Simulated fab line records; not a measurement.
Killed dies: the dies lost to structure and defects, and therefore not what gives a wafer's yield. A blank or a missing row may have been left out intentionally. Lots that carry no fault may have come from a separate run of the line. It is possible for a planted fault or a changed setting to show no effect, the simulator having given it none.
fab line records	flow nandHarc
[record] lots = 5	wafers = 15	lastDay = 33
route steps=1302 shown P_M0@264
lots untouched by any fault: they come from a run of this same line in which no faults occurred
startH: hours from the record's opening day to when the first of the lot's shown wafers began	waitH: hours from the lot's prior step to this one	" the same as in the row above	L1.1+2: a single row standing in for several wafers	- no value, or no start was given	* or withheld: withheld	< > ~ a bound
route shown NAME@n: a module of which the file shows steps, and the number in the route of the first	usual: mean/standard deviation of fault-free wafers	same: alike in all rows	chamber/n: place in a boat	sites: each site's reading	_std_site: the values' standard deviation	_edge_site: the outer-site mean with the inner-site mean subtracted	radiusMm: how far each site lies from the wafer's centre	mask NAME#n: copy n	behind: the last tool/chamber to shape the wafer	hold: why the lot was held/for how many hours/how that ended	device: names the non-switching transistor (n, p or np)	end of line: the tests these same wafers got at the end of their route	a step without rows: its recipe alone	killed: not the wafer's yield, but the dies lost to structure and defects at the first sort	map: dies across one wafer; x = killed, . = not, _ = none there
set.NAME: the run value of the setting; set.NAME@STEP: its run value at that earlier step	model.NAME: the simulator's own value behind a step, which no gauge read
a table for each step, a row for each wafer; lots at some steps of the route
services: when a tool's chamber went out of use (startH, in hours from the record's first day, below 0 if earlier), for how many hours, and the reason
[[steps]]
[step NHARC_P_M0_OVL_MEAS_10]
[recipe] pitchNm = 180
[usual] overlayXNm = 0.1/1.1	overlayYNm = -0.5/0.86
lot.wafer	tool	chamber	startH	waitH	overlayXNm	overlayYNm
L226.2	overlay-02	-	138.78	-	1.1	-1.1
L226.5	"	-	"	"	0.9	-1.1
L226.6	"	-	"	"	0.9	-1.1
L234.3	overlay-01	-	228.13	-	-3.2	-0.9
L234.4	"	-	"	"	-2.2	-1.2
L234.5	"	-	"	"	-3.0	-1.1
L243.1	overlay-01	-	317.31	-	0.5	-0.7
L243.3	"	-	"	"	0.9	-1.1
L243.6	"	-	"	"	1.6	-1.0
L244.1	overlay-01	-	327.78	-	0.6	0.2
L244.2	"	-	"	"	0.8	0.5
L244.3	"	-	"	"	0.8	-0.5
L247.1	overlay-02	-	355.60	-	0.5	-0.5
L247.2	"	-	"	"	0.2	-0.6
L247.6	"	-	"	"	-0.3	-0.9
[step NHARC_P_M0_INSPECT_11]
[usual] rawDefectCount = 4/3.1
lot.wafer	tool	chamber	startH	waitH	rawDefectCount
L226.2	defectInspect-02	-	138.81	0.0	4
L226.5	"	-	"	"	2
L226.6	"	-	"	"	5
L234.3	defectInspect-01	-	228.16	0.0	9
L234.4	"	-	"	"	6
L234.5	"	-	"	"	1
L243.1	defectInspect-01	-	317.35	0.0	2
L243.3	"	-	"	"	1
L243.6	"	-	"	"	2
L244.1	defectInspect-02	-	327.82	0.0	1
L244.2	"	-	"	"	3
L244.3	"	-	"	"	1
L247.1	defectInspect-01	-	355.64	0.0	4
L247.2	"	-	"	"	8
L247.6	"	-	"	"	4
[step NHARC_P_M0_DESCUM_14]
[recipe] timeS = 3	o2FlowSccm = 200	arFlowSccm = 0	biasPowerW = 0	chemistry = O2
[step NHARC_P_M0_ETCH_34]
[recipe] targetDepthA = 400	overetchA = 120	timeS = 43.94	ionEnergyEv = 200	n2FlowSccm = 150	h2FlowSccm = 150	arFlowSccm = 0	rfW = 400	biasW = 150	chemistry = N2/H2
[usual] drypumpMotorCurrentA = 5.9/0.46	oesProductAu = 0.997/0.014	rfVppV = 429.5/1.9	showerheadPlenumPTorr = 2.00/0.063	throttleValvePct = 14.173/0.0084
lot.wafer	tool	chamber	startH	waitH	drypumpMotorCurrentA	oesProductAu	rfHoursCounterH	rfVppV	showerheadPlenumPTorr	throttleValvePct
L226.2	rieDiel-07	2	138.96	0.1	6.0	0.988	2	431.5	2.05	14.167
L226.5	"	2	"	"	6.0	0.986	-	430.6	2.05	14.179
L226.6	"	3	"	"	6.1	0.984	-	427.3	1.92	14.163
L234.3	rieDiel-04	2	228.31	0.1	5.2	1.019	14	430.6	2.07	14.169
L234.4	"	0	"	"	6.0	1.005	16	430.4	2.08	14.160
L234.5	"	2	"	"	5.2	1.017	-	430.5	2.07	14.184
L243.3	rieDiel-13	3	317.54	0.1	5.9	1.015	43	429.8	2.01	14.157
L243.1	"	0	"	"	4.7	1.016	47	431.7	2.12	14.173
L243.6	"	3	"	"	5.9	1.016	-	429.6	2.01	14.167
L244.1	rieDiel-07	0	328.00	0.1	6.6	0.988	5	428.7	1.96	14.164
L244.2	"	1	"	"	5.5	1.008	5	430.1	2.04	14.193
L244.3	"	2	"	"	6.0	0.977	4	429.0	2.04	14.182
L247.2	rieDiel-07	2	355.79	0.1	5.9	0.975	12	430.9	2.04	14.169
L247.1	"	1	"	"	5.5	1.005	12	429.4	2.03	14.168
L247.6	"	2	"	"	5.9	0.976	-	431.1	2.04	14.180
[step NHARC_P_M0_ETCH_15]
[recipe] targetDepthA = 1500	overetchA = 150	timeS = 82.5	c4f8FlowSccm = withheld	arFlowSccm = 400	rfW = 600	biasW = 300	chemistry = C4F8/Ar
[step NHARC_P_M0_CD_MEAS_16]
[usual] cdNm = 90.0/1
lot.wafer	tool	chamber	startH	waitH	cdNm
L226.2	cdSem-02	-	139.17	-	89.5
L226.5	"	-	"	"	90.8
L226.6	"	-	"	"	91.7
L234.3	cdSem-01	-	228.53	-	90.5
L234.4	"	-	"	"	92.2
L234.5	"	-	"	"	89.7
L243.1	cdSem-02	-	317.83	-	87.6
L243.3	"	-	"	"	90.3
L243.6	"	-	"	"	89.1
L244.1	cdSem-03	-	328.21	-	88.7
L244.2	"	-	"	"	91.4
L244.3	"	-	"	"	90.1
L247.1	cdSem-01	-	356.00	-	88.9
L247.2	"	-	"	"	91.9
L247.6	"	-	"	"	90.8
[step NHARC_P_M0_STRIP_18]
[recipe] powerW = 1000	n2FlowSccm = 150	h2FlowSccm = 150	arFlowSccm = 0	biasW = 0	chemistry = N2/H2
[step NHARC_P_M0_STRIP_19]
[recipe] timeS = 600	tempC = 30	chemistry = postEtchResidueRemover
[step NHARC_P_M0_DEGAS_28]
[recipe] tempC = 250	timeS = 60
[usual] heaterPowerW = 322/21	susceptorTempC = 249.97/0.2
lot.wafer	tool	chamber	startH	waitH	heaterPowerW	susceptorTempC
L226.2	pvdSputter-03	-	139.79	-	317	249.90
L226.6	"	-	"	"	307	249.92
L226.5	"	-	"	"	324	249.72
L234.4	pvdSputter-01	-	229.14	-	303	250.06
L234.3	"	-	"	"	291	249.86
L234.5	"	-	"	"	313	249.88
L243.3	pvdSputter-03	-	318.46	-	299	250.11
L243.1	"	-	"	"	334	249.63
L243.6	"	-	"	"	317	250.05
L244.1	pvdSputter-01	-	328.83	-	308	250.07
L244.2	"	-	"	"	324	250.29
L244.3	"	-	"	"	329	249.88
L247.2	pvdSputter-01	-	356.61	-	338	249.51
L247.1	"	-	"	"	278	249.96
L247.6	"	-	"	"	307	250.04
[step NHARC_P_M0_PRE_CLEAN_29]
[recipe] timeS = 30	tempC = 280	gas = H2/He
[usual] heaterPowerW = 393/26	susceptorTempC = 279.99/0.2
lot.wafer	tool	chamber	startH	waitH	heaterPowerW	susceptorTempC
L226.2	pvdSputter-03	-	-	-	388	279.95
L226.5	"	-	"	"	361	280.41
L226.6	"	-	"	"	410	280.32
L234.4	pvdSputter-01	-	-	-	389	279.89
L234.3	"	-	"	"	353	280.12
L234.5	"	-	"	"	412	279.86
L243.3	pvdSputter-03	-	-	-	385	280.20
L243.1	"	-	"	"	364	280.33
L243.6	"	-	"	"	391	279.77
L244.1	pvdSputter-01	-	-	-	342	280.21
L244.3	"	-	"	"	401	280.13
L244.2	"	-	"	"	367	280.17
L247.1	pvdSputter-01	-	-	-	398	279.88
L247.2	"	-	"	"	348	280.00
L247.6	"	-	"	"	398	279.91
[step NHARC_P_M0_PVD_20]
[recipe] targetThkA = 50	biasV = 168.6	powerW = 15000	chamberPressurePa = 0.12	timeS = 8.06	substrateTempC = 50	material = TaN
[usual] throttleValvePct = 29.5/0.86
lot.wafer	tool	chamber	startH	waitH	throttleValvePct
L226.2	pvdSputter-03	-	-	-	29.9
L226.6	"	-	"	"	30.0
L226.5	"	-	"	"	29.9
L234.4	pvdSputter-01	-	-	-	27.8
L234.3	"	-	"	"	30.0
L234.5	"	-	"	"	29.7
L243.1	pvdSputter-03	-	-	-	30.3
L243.3	"	-	"	"	30.3
L243.6	"	-	"	"	30.4
L244.1	pvdSputter-01	-	-	-	28.3
L244.2	"	-	"	"	29.9
L244.3	"	-	"	"	29.9
L247.2	pvdSputter-01	-	-	-	30.1
L247.1	"	-	"	"	30.0
L247.6	"	-	"	"	28.0
[step NHARC_P_M0_PVD_21]
[recipe] targetThkA = 300	chamberPressurePa = 5	powerW = 5000	substrateTempC = 30	timeS = 20.49	material = Cu
[step NHARC_P_M0_ECD_22]
[recipe] targetThkA = 4000	bathTempC = 25	material = Cu
lot.wafer	tool	chamber	startH	waitH
L226.2+5+6	ecdCu-02	0,0,1	140.15	-
L234.3+4+5	ecdCu-01	1,0,1	229.60	-
L243.1+3+6	ecdCu-01	1	318.81	-
L244.2+1+3	ecdCu-01	1,0,1	329.20	-
L247.1+2+6	ecdCu-02	0,1,0	356.97	-
[step NHARC_P_M0_ANNEAL_30]
[recipe] tempC = 225	timeS = 90
[usual] wafer_temp_C_max = 225.82/0.28
lot.wafer	tool	chamber	startH	waitH	wafer_temp_C_max
L226.2	rtpAnneal-01	0	140.68	0.5	225.63
L226.5	"	0	"	"	225.60
L226.6	"	0	"	"	225.66
L234.3	rtpAnneal-01	0	229.98	0.3	225.90
L234.4	"	0	"	"	225.67
L234.5	"	0	"	"	225.96
L243.1	rtpAnneal-01	0	319.19	0.3	225.51
L243.3	"	0	"	"	225.40
L243.6	"	0	"	"	225.90
L244.1	rtpAnneal-01	0	329.57	0.3	225.88
L244.2	"	0	"	"	226.21
L244.3	"	0	"	"	225.64
L247.1	rtpAnneal-01	0	357.46	0.4	225.44
L247.2	"	0	"	"	225.60
L247.6	"	0	"	"	225.66
[step NHARC_P_M0_CMP_23]
[recipe] tOverpolishS = 20	targetThkNm = 117.54
[usual] motorCurrentA = 11.6/1.4	timeToEndpointS = 29/3.1
lot.wafer	tool	chamber	startH	waitH	motorCurrentA	timeToEndpointS
L226.2	cmp-01	1	141.06	-	13.3	19
L226.5	"	2	"	"	10.7	26
L226.6	"	3	"	"	11.7	25
L234.4	cmp-02	2	230.22	-	10.4	33
L234.3	"	0	"	"	10.2	28
L234.5	"	2	"	"	10.5	13
L243.3	cmp-01	1	319.53	-	13.7	27
L243.1	"	3	"	"	11.3	30
L243.6	"	1	"	"	12.8	28
L244.2	cmp-02	1	329.95	-	12.8	32
L244.3	"	2	"	"	10.4	34
L244.1	"	3	"	"	11.4	28
L247.2	cmp-02	2	357.81	-	10.8	29
L247.1	"	1	"	"	12.8	30
L247.6	"	3	"	"	11.3	27
[[services]]
tool	chamber	startH	hours	kind
rieDiel-07	-	117.20	9.0	pm
rieDiel-07	2	128.31	4.4	repair
cmp-02	-	134.58	4.0	pm
rieDiel-07	2	141.95	7.5	repair
ecdCu-02	-	148.02	1.3	repair
ecdCu-01	-	160.00	8.0	pm
pvdSputter-03	-	170.00	10.0	pm
cmp-02	-	185.42	1.9	repair
cmp-01	-	185.64	4.0	pm
cmp-01	-	201.67	2.5	repair
rieDiel-07	2	207.97	4.9	repair
cmp-01	-	208.03	2.3	repair
ecdCu-02	-	216.66	1.4	repair
ecdCu-02	-	224.15	2.8	repair
pvdSputter-01	-	229.59	10.0	pm
cmp-02	-	232.58	4.0	pm
ecdCu-01	-	280.36	1.2	repair
rieDiel-07	1	286.07	9.1	repair
pvdSputter-03	-	291.28	6.7	repair
rieDiel-07	-	294.20	9.0	pm
cmp-02	-	330.58	4.0	pm
rieDiel-07	3	333.76	4.4	repair
ecdCu-01	-	336.00	8.0	pm
pvdSputter-03	-	348.00	10.0	pm
[[key]]
[firstSign] step = NHARC_P_M0_CMP_23	reading = timeToEndpointS	direction = down	sigmas = 5.1	usual = *	struck = *
effect none on later readings
metAt NHARC_P_M0_ECD_22
struckWafers L234.5
laterRowsLeftOut L234.5
sortLeftOut L234.5
[fault] kind = processParameterDrift	tool = ecdCu-01	chamber = -	onsetH = 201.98	steps = NHARC_P_M0_ECD_22	channel = targetThkA	offset = *	shape = step	endH = 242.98	scope = struckWafersOnly	actsIn = *	stated = *
// sortLeftOut: the simulated sort isn't trusted on such a fault, so these wafers' sort isn't shown, and their yield isn't known
// laterRowsLeftOut: the simulator's readings of these wafers behind a module that went badly wrong aren't trusted and aren't shown, but for the sort
